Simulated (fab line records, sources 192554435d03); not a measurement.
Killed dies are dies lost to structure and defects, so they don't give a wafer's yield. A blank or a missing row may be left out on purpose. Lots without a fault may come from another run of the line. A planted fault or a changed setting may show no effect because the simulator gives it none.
Which tool did it? | flow n5_finfet | 7 lots, 21 wafers sampled, at 1 step of a route of 1938

WHAT THE GAUGES READ, wafer by wafer
N5_BEOL_M12_THK_MEAS_01.
lot  | measured     | on            | M12_ILD_THK (nm)
L140 | day 12 13:28 | film_metro-01 | 649 660 660
L143 | day 13 11:30 | film_metro-02 | 646 659 656
L146 | day 14 09:08 | film_metro-02 | 659 653 665
L148 | day 15 03:07 | film_metro-02 | 645 655 659
L151 | day 15 11:32 | film_metro-01 | 656 646 655
L153 | day 15 18:49 | film_metro-01 | 650 656 656
L154 | day 16 13:54 | film_metro-01 | 660 665 670

WHICH TOOL RAN EACH LOT (tool, then ch and the chambers of the sampled wafers, then the start)
The record holds no process step before these readings.

THE ANSWER, worked out from the rows above alone
Rule: what is usual is taken from the lots themselves. Put in order of their means at a reading, lots are off if they are a third of the lots or fewer, leave a main group of 4 or more, and stand apart from it by a gap of 3 or more times the standard deviation of the main group's means; of several such gaps the widest counts. A main group whose means are all the same, to the digits that the tables above print for the reading, isn't used. A lot without any number at a reading at which 4 lots or more have one is off too. The other lots that the step has rows for count as sound.
No lot is off at any reading shown: from this, nothing can be told.

WHAT THE SIMULATOR HAD PUT IN
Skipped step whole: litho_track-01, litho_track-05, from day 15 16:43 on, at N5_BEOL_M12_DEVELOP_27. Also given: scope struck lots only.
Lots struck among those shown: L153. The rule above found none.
